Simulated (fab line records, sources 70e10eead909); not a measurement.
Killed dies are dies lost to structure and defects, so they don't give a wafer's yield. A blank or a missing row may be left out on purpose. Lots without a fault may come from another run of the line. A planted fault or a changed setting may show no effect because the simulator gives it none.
fab line records | flow nand_harc
record lots=5 wafers=15 last_day=31
route steps=1302 shown P_CONTACT@217
lots that met no fault: from a run of the same line without faults
start_h: hours from the record's first day to the start of the lot's first wafer shown | wait_h: hours since the lot's step before | " the same as in the row above | L1.1+2: a row that stands for several wafers | - no value, or no start given | * or withheld: withheld | < > ~ a bound
route shown NAME@n: a module of which the file shows steps, and the number in the route of the first | usual: mean/standard deviation of fault-free wafers | same: alike in all rows | chamber/n: place in a boat | sites: the reading at each site | _std_site: their standard deviation | _edge_site: outer sites' mean less inner sites' | radius_mm: how far each site lies from the wafer's centre | mask NAME#n: copy n | behind: the tool/chamber that last shaped the wafer | hold: why the lot was held/for how many hours/how that ended | device: the transistor (n, p or np) that didn't switch | end of line: the same wafers' tests at the end of the route | a step without rows: its recipe alone | killed: dies lost to structure and defects at the first sort, not the wafer's yield | map: a wafer's dies, x killed, . not, _ none there
set.NAME: the setting as run; set.NAME@STEP: as run at that earlier step | model.NAME: the simulator's own value behind a step, which no gauge read
lots at some steps of the route; a table a step, a row a wafer
services: from which hour (start_h, from the record's first day; less than 0 if before it) a tool's chamber was out of use, for how many hours, and why
## steps
# step NHARC_P_CONTACT_DEP_30
# recipe target_thk_a=300 temp_c=400 target_thk_nm=30 flow_sccm=200 rf_w=450 material=SiNx
# usual heater_power_outer_w=428/68 heater_power_w=710/87
# columns lot.wafer tool chamber start_h wait_h heater_power_outer_w heater_power_w
L537.3 pecvd-04 2 162.14 0.1 407 707
L537.1 " 1 " " 386 685
L537.6 " 1 " " 397 681
L538.1 pecvd-04 0 173.36 0.1 394 670
L538.3 " 1 " " 428 738
L538.6 " 0 " " 397 689
L544.2 pecvd-01 0 231.93 0.2 371 583
L544.3 " 2 " " 408 707
L544.6 " 2 " " 431 708
L547.2 pecvd-01 1 262.42 0.1 517 789
L547.3 " 0 " " 369 610
L547.5 " 0 " " 370 600
L550.3 pecvd-04 0 301.16 0.1 388 662
L550.2 " 1 " " 448 780
L550.1 " 2 " " 519 873
# step NHARC_P_CONTACT_DEP_00
# recipe target_thk_a=5000 temp_c=400 pressure_torr=6.5 rf_w=900 teos_flow_sccm=161.4 flow_sccm=2650 target_thk_nm=500 gas=O2 material=SiO2
# usual heater_power_outer_w=318/69 heater_power_w=561/90 throttle_valve_pct=16.1/0.65
# columns lot.wafer tool chamber start_h wait_h heater_power_outer_w heater_power_w throttle_valve_pct
L537.3 pecvd-04 2 - - 397 713 16.9
L537.1 " 1 " " 268 534 16.0
L537.6 " 1 " " 289 566 15.7
L538.1 pecvd-04 0 - - 300 555 15.9
L538.3 " 1 " " 314 579 15.3
L538.6 " 0 " " 317 560 16.0
L544.2 pecvd-01 0 - - 314 540 15.2
L544.3 " 2 " " 339 614 15.6
L544.6 " 2 " " 352 622 15.8
L547.2 pecvd-01 1 - - 413 677 16.7
L547.3 " 0 " " 226 400 15.2
L547.5 " 0 " " 255 444 15.4
L550.3 pecvd-04 0 - - 306 546 15.7
L550.2 " 1 " " 290 575 16.0
L550.1 " 2 " " 353 623 16.8
# step NHARC_P_CONTACT_CMP_01
# recipe target_thk_nm=200 material=SiO2
# usual edge_zone_pressure_frac=1.000/0.0052 motor_current_A=11.7/1.2
# columns lot.wafer tool chamber start_h wait_h edge_zone_pressure_frac motor_current_A
L537.3 cmp-02 1 162.88 - 1.007 10.1
L537.1 " 3 " " 1.000 10.1
L537.6 " 0 " " 0.999 12.7
L538.1 cmp-04 0 174.09 - 0.997 10.0
L538.3 " 2 " " 1.011 13.4
L538.6 " 3 " " 0.999 11.6
L544.2 cmp-03 1 232.65 - 0.994 13.5
L544.3 " 3 " " 0.999 13.1
L544.6 " 1 " " 0.995 13.1
L547.3 cmp-02 1 263.16 - 0.996 10.0
L547.2 " 3 " " 1.005 10.6
L547.5 " 0 " " 1.005 13.6
L550.3 cmp-03 2 301.89 - 1.001 12.7
L550.2 " 3 " " 0.992 13.0
L550.1 " 0 " " 1.001 11.9
# step NHARC_P_CONTACT_SRD_03
# step NHARC_P_CONTACT_DEHYDRATE_04
# recipe temp_c=150 time_s=120
# step NHARC_P_CONTACT_HMDS_05
# recipe time_s=30
# step NHARC_P_CONTACT_COAT_33
# recipe temp_c=260 time_s=75
# step NHARC_P_CONTACT_COAT_34
# recipe temp_c=225 time_s=65
# step NHARC_P_CONTACT_COAT_06
# recipe spin_rpm=1500 resist_thk_nm=90
# step NHARC_P_CONTACT_SOFTBAKE_07
# recipe temp_c=105 time_s=55
# step NHARC_P_CONTACT_EBR_08
# step NHARC_P_CONTACT_EXPOSE_09
# recipe na=1.35 target_cd_nm=90 dose_mj=81.26 mask_id=P_CA
# columns lot.wafer tool chamber start_h wait_h mask
L537.1+3+6 arfi_scanner-01 0 163.54 - P_CA#0
L538.1+3+6 arfi_scanner-03 0 174.75 - P_CA#0
L544.2+3+6 arfi_scanner-01 0 233.34 - P_CA_R1#0
L547.2+3+5 arfi_scanner-03 0 263.70 - P_CA#0
L550.1+2+3 arfi_scanner-03 0 302.55 - P_CA#0
# step NHARC_P_CONTACT_PEB_10
# recipe peb_temp_c=100 peb_time_s=65
# step NHARC_P_CONTACT_DEVELOP_11
# recipe develop_time_s=35 dev_temp_c=23
# step NHARC_P_CONTACT_CD_MEAS_12
# recipe target_cd_nm=90 landing_energy_ev=500
# usual cd_nm=90.0/0.44
# columns lot.wafer tool chamber start_h wait_h cd_nm
L537.1 cd_sem-01 0 163.68 - 89.8
L537.3 " 0 " " 89.9
L537.6 " 0 " " 89.7
L538.1 cd_sem-02 0 174.89 - 89.5
L538.3 " 0 " " 89.0
L538.6 " 0 " " 90.0
L544.2 cd_sem-02 0 233.48 - 68.4
L544.3 " 0 " " 68.6
L544.6 " 0 " " 68.3
L547.2 cd_sem-02 0 263.84 - 89.7
L547.3 " 0 " " 90.2
L547.5 " 0 " " 89.4
L550.1 cd_sem-01 0 302.69 - 90.8
L550.2 " 0 " " 91.1
L550.3 " 0 " " 90.5
# step NHARC_P_CONTACT_OVL_MEAS_13
# usual overlay_x_nm=0.3/0.89 overlay_y_nm=0.0/0.97
# columns lot.wafer tool chamber start_h wait_h overlay_x_nm overlay_y_nm
L537.1 overlay-01 - 163.77 - 1.0 0.2
L537.3 " - " " 0.5 0.6
L537.6 " - " " 0.9 0.5
L538.1 overlay-01 - 174.98 - 1.0 0.2
L538.3 " - " " 1.3 0.0
L538.6 " - " " 1.7 0.3
L544.2 overlay-01 - 233.56 - 0.5 -1.6
L544.3 " - " " -0.1 -1.1
L544.6 " - " " 0.0 -1.2
L547.2 overlay-01 - 263.93 - -0.6 0.5
L547.3 " - " " -0.3 1.5
L547.5 " - " " -0.3 1.5
L550.1 overlay-02 - 302.78 - 0.9 -0.4
L550.2 " - " " 1.4 -0.2
L550.3 " - " " 0.9 -0.2
# step NHARC_P_CONTACT_INSPECT_14
# usual raw_defect_count=3.8/2.2
# columns lot.wafer tool chamber start_h wait_h raw_defect_count
L537.1 defect_inspect-01 - 163.81 0.0 2
L537.3 " - " " 3
L537.6 " - " " 5
L538.1 defect_inspect-02 - 175.02 0.0 6
L538.3 " - " " 0
L538.6 " - " " 2
L544.2 defect_inspect-01 - 233.60 0.0 4
L544.3 " - " " 5
L544.6 " - " " 1
L547.2 defect_inspect-02 - 263.96 0.0 3
L547.3 " - " " 6
L547.5 " - " " 7
L550.1 defect_inspect-01 - 302.82 0.0 3
L550.2 " - " " 6
L550.3 " - " " 3
# step NHARC_P_CONTACT_DESCUM_17
# recipe time_s=3 o2_flow_sccm=200 ar_flow_sccm=0 bias_power_w=0 chemistry=O2
# usual drypump_motor_current_A=5.8/0.49 oes_product_au=1.001/0.0077 rf_vpp_V=57.5/0.97 showerhead_plenum_p_Torr=1.85/0.069 throttle_valve_pct=11.311/0.0086
# columns lot.wafer tool chamber start_h wait_h drypump_motor_current_A oes_product_au rf_hours_counter_h rf_vpp_V showerhead_plenum_p_Torr throttle_valve_pct model.P_CONTACT.cd_nm
L537.3 rie_diel-06 3 163.88 0.1 5.5 1.003 0.6 57.1 1.80 11.301 89.6
L537.1 " 0 " " 5.8 0.985 0.5 56.8 1.88 11.322 90.62
L537.6 " 1 " " 5.7 1.002 - 59.7 2.05 11.323 89.87
L538.1 rie_diel-03 2 175.08 0.1 6.3 1.017 1.0 58.7 1.82 11.315 89.31
L538.3 " 0 " " 4.7 1.006 1.1 55.5 1.83 11.312 88.76
L538.6 " 0 " " 4.7 1.009 - 56.9 1.83 11.322 89.85
L544.3 rie_diel-04 2 233.67 0.1 6.0 0.995 2.2 59.3 1.83 11.315 67.9
L544.2 " 0 " " 5.5 1.000 2.9 57.9 1.86 11.326 68.8
L544.6 " 2 " " 6.0 0.991 - 57.0 1.83 11.305 68.23
L547.3 rie_diel-03 2 264.03 0.1 6.3 1.001 4.1 57.6 1.82 11.307 90.4
L547.2 " 0 " " 4.7 1.007 4.3 58.9 1.83 11.313 90.6
L547.5 " 2 " " 6.3 1.001 - 59.2 1.82 11.321 89.93
L550.3 rie_diel-03 3 302.89 0.1 4.9 0.997 0.2 57.1 1.98 11.324 90.55
L550.2 " 0 " " 4.7 1.010 0.1 57.8 1.83 11.300 90.87
L550.1 " 1 " " 5.4 0.992 0.2 55.8 1.88 11.313 90.45
# step NHARC_P_CONTACT_ETCH_35
# recipe target_depth_a=390 over_etch_frac=0.3 time_s=65 ion_energy_ev=80 cf4_flow_sccm=150 ar_flow_sccm=0 rf_w=300 bias_w=100 chemistry=CF4
# usual drypump_motor_current_A=5.8/0.48 oes_product_au=1.001/0.0077 rf_vpp_V=150.6/1.2 showerhead_plenum_p_Torr=1.72/0.059 throttle_valve_pct=13.284/0.0079
# columns lot.wafer tool chamber start_h wait_h drypump_motor_current_A oes_product_au rf_hours_counter_h rf_vpp_V showerhead_plenum_p_Torr throttle_valve_pct
L537.1 rie_diel-06 0 163.95 0.1 5.8 0.990 0.5 148.9 1.74 13.271
L537.3 " 2 " " 6.6 0.988 0.7 151.3 1.68 13.290
L537.6 " 0 " " 5.8 0.985 - 152.3 1.74 13.295
L538.3 rie_diel-03 0 175.18 0.1 4.7 1.002 1.1 149.3 1.69 13.284
L538.1 " 2 " " 6.3 0.986 1.0 148.8 1.69 13.292
L538.6 " 1 " " 5.4 1.001 - 150.7 1.74 13.277
L544.3 rie_diel-04 0 233.76 0.1 5.5 1.007 2.9 150.3 1.73 13.292
L544.2 " 1 " " 6.3 1.011 1.9 149.5 1.66 13.280
L544.6 " 3 " " 6.0 0.996 - 150.2 1.72 13.291
L547.3 rie_diel-03 2 264.13 0.1 6.3 0.993 4.1 149.8 1.69 13.285
L547.2 " 0 " " 4.7 0.993 4.3 149.6 1.69 13.276
L547.5 " 1 " " 5.4 0.997 - 151.0 1.74 13.283
L550.3 rie_diel-03 1 302.96 0.1 5.4 0.990 0.2 150.7 1.74 13.292
L550.1 " 2 " " 6.3 0.996 0.2 148.7 1.69 13.294
L550.2 " 0 " " 4.7 0.997 0.2 150.7 1.69 13.268
# step NHARC_P_CONTACT_ETCH_36
# recipe target_depth_a=2600 over_etch_frac=0.25 time_s=406.25 ion_energy_ev=200 n2_flow_sccm=150 h2_flow_sccm=150 ar_flow_sccm=0 rf_w=400 bias_w=150 chemistry=N2/H2
# usual drypump_motor_current_A=5.8/0.49 h2_flow_sccm=150.0/0.46 oes_product_au=1.000/0.0077 rf_vpp_V=428.6/2.2 showerhead_plenum_p_Torr=1.97/0.07 throttle_valve_pct=14.171/0.0086
# columns lot.wafer tool chamber start_h wait_h drypump_motor_current_A h2_flow_sccm oes_product_au rf_hours_counter_h rf_vpp_V showerhead_plenum_p_Torr throttle_valve_pct
L537.3 rie_diel-06 3 - - 5.5 149.8 1.003 0.7 427.2 1.91 14.158
L537.1 " 0 " " 5.7 149.4 0.991 0.6 429.9 2.00 14.175
L537.6 " 3 " " 5.5 149.5 1.001 - 427.5 1.91 14.182
L538.1 rie_diel-03 1 - - 5.4 149.1 1.006 1.4 430.6 2.01 14.165
L538.3 " 0 " " 4.7 150.4 1.009 1.2 429.4 1.94 14.163
L538.6 " 1 " " 5.4 149.8 1.010 - 428.8 2.01 14.166
L544.2 rie_diel-04 0 - - 5.6 150.2 1.015 3.0 430.4 1.99 14.176
L544.3 " 1 " " 6.2 149.9 1.012 1.9 426.6 1.90 14.160
L544.6 " 0 " " 5.5 149.4 1.013 - 427.4 1.99 14.167
L547.2 rie_diel-03 1 - - 5.4 150.0 0.998 4.6 429.9 2.01 14.170
L547.3 " 0 " " 4.7 150.5 1.002 4.4 427.0 1.94 14.172
L547.5 " 2 " " 6.3 149.8 1.006 - 429.7 1.94 14.165
L550.1 rie_diel-03 1 - - 5.4 149.9 1.003 0.3 429.5 2.01 14.167
L550.3 " 2 " " 6.4 150.1 0.994 0.3 427.5 1.94 14.180
L550.2 " 3 " " 4.9 150.1 0.996 0.2 433.7 2.11 14.161
# step NHARC_P_CONTACT_ETCH_18
# recipe target_depth_a=4810 time_s=240.5 c4f8_flow_sccm=20 o2_flow_sccm=10 ar_flow_sccm=withheld rf_w=600 bias_w=1500 chemistry=C4F8/O2/Ar
# step NHARC_P_CONTACT_STRIP_37
# recipe c4f8_flow_sccm=withheld o2_flow_sccm=8 ar_flow_sccm=withheld bias_w=0 chemistry=C4F8/O2/Ar
# step NHARC_P_CONTACT_ETCH_31
# recipe target_depth_a=300 time_s=85.7 ion_energy_ev=120 over_etch_frac=1 ch3f_flow_sccm=50 o2_flow_sccm=30 ar_flow_sccm=200 rf_w=500 bias_w=100 chemistry=CH3F/O2
# usual drypump_motor_current_A=5.8/0.51 oes_product_au=0.978/0.011 rf_vpp_V=243.4/1.4 showerhead_plenum_p_Torr=2.39/0.087 throttle_valve_pct=20.663/0.009
# columns lot.wafer tool chamber start_h wait_h drypump_motor_current_A oes_product_au rf_hours_counter_h rf_vpp_V showerhead_plenum_p_Torr throttle_valve_pct model.P_CONTACT.cd_nm
L537.3 rie_diel-06 3 - - 5.5 0.965 0.9 243.0 2.32 20.645 88.48
L537.1 " 0 " " 5.8 0.966 0.8 243.4 2.42 20.664 88.52
L537.6 " 2 " " 6.6 0.953 - 242.5 2.34 20.664 90.38
L538.1 rie_diel-03 2 - - 6.3 0.983 1.4 242.6 2.34 20.665 91.63
L538.3 " 1 " " 5.4 0.981 1.8 245.6 2.42 20.656 89.32
L538.6 " 2 " " 6.3 0.977 - 243.4 2.34 20.669 92.02
L544.3 rie_diel-04 0 - - 5.6 0.990 3.3 244.5 2.40 20.647 67.58
L544.2 " 1 " " 6.3 0.982 2.1 242.9 2.30 20.673 67.54
L544.6 " 2 " " 6.0 0.976 - 243.4 2.36 20.660 68.28
L547.3 rie_diel-03 2 - - 6.3 0.986 4.5 243.0 2.34 20.657 89.37
L547.2 " 1 " " 5.4 0.974 4.9 243.0 2.42 20.662 89.16
L547.5 " 2 " " 6.3 0.978 - 241.7 2.34 20.679 89.99
L550.2 rie_diel-03 3 - - 4.9 0.972 0.4 244.8 2.54 20.653 90.36
L550.1 " 0 " " 4.7 0.987 0.4 242.9 2.35 20.664 92.23
L550.3 " 2 " " 6.3 0.975 0.6 243.0 2.34 20.668 90.88
# step NHARC_P_CONTACT_CD_MEAS_19
# usual cd_nm=89.7/1.1
# columns lot.wafer tool chamber start_h wait_h cd_nm
L537.1 cd_sem-02 - 164.74 - 88.5
L537.3 " - " " 88.3
L537.6 " - " " 90.2
L538.1 cd_sem-02 - 176.11 - 91.4
L538.3 " - " " 89.5
L538.6 " - " " 91.8
L544.2 cd_sem-01 - 234.54 - 67.5
L544.3 " - " " 67.4
L544.6 " - " " 68.5
L547.2 cd_sem-02 - 265.05 - 89.1
L547.3 " - " " 89.5
L547.5 " - " " 89.9
L550.1 cd_sem-02 - 303.75 - 92.4
L550.2 " - " " 90.3
L550.3 " - " " 90.8
## services
# columns tool chamber start_h hours kind
arfi_scanner-03 - 139.16 0.7 repair
rie_diel-03 2 154.77 9.2 repair
rie_diel-03 3 158.43 128.6 repair
cmp-03 - 162.04 4.0 pm
rie_diel-04 1 166.08 16.0 repair
cmp-02 - 167.19 2.0 repair
rie_diel-04 - 177.90 9.0 pm
arfi_scanner-01 - 179.74 0.9 repair
cmp-02 - 190.03 1.0 repair
rie_diel-04 1 196.45 12.1 repair
arfi_scanner-03 - 199.52 4.0 pm
cmp-02 - 204.19 0.5 repair
rie_diel-04 2 208.89 6.7 repair
cmp-02 - 232.80 4.0 pm
rie_diel-06 - 233.58 0.5 repair
rie_diel-04 3 244.38 10.1 repair
rie_diel-06 2 256.05 3.1 repair
cmp-03 - 260.04 4.0 pm
arfi_scanner-01 - 260.34 4.0 pm
pecvd-04 - 269.06 13.0 pm
rie_diel-03 2 275.84 6.5 repair
cmp-03 - 277.37 11.5 repair
rie_diel-03 - 281.30 9.0 pm
pecvd-01 - 299.92 0.8 repair
## key
first_sign step=NHARC_P_CONTACT_EXPOSE_09 reading=mask direction=changed
effect step=NHARC_P_CONTACT_CD_MEAS_12 reading=cd_nm direction=down sigmas=49 usual=90.0 struck=68.4
effect step=NHARC_P_CONTACT_CD_MEAS_19 reading=cd_nm direction=down sigmas=19 usual=89.7 struck=67.8
model_effect step=NHARC_P_CONTACT_DESCUM_17 value=P_CONTACT.cd_nm without=90.34 struck=68.31
model_effect step=NHARC_P_CONTACT_ETCH_31 value=P_CONTACT.cd_nm without=89.82 struck=67.8
met_at NHARC_P_CONTACT_EXPOSE_09
struck_wafers L544.2,L544.3,L544.6
later_rows_left_out L544.2,L544.3,L544.6
sort_left_out L544.2,L544.3,L544.6
tester_left_out L544
onset_between 163.54 233.34
fault kind=wrong_mask tool=any chamber=- onset_h=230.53 steps=NHARC_P_CONTACT_EXPOSE_09 aux_copy=P_CA_R1#0 cd_offset_nm=-22.025 scope=struck_lots_only
# tester_left_out: of these lots the tester's yield and bins aren't shown, on N5 and GAA mostly nor the transistor test; their killed dies are dies lost to structure and defects alone, not to doping, threshold or leakage, so they don't give the yield
# sort_left_out: the simulated sort isn't trusted on such a fault, so these wafers' sort isn't shown, and their yield isn't known
# later_rows_left_out: the simulator's readings of these wafers behind a module that went badly wrong aren't trusted and aren't shown, but for the sort
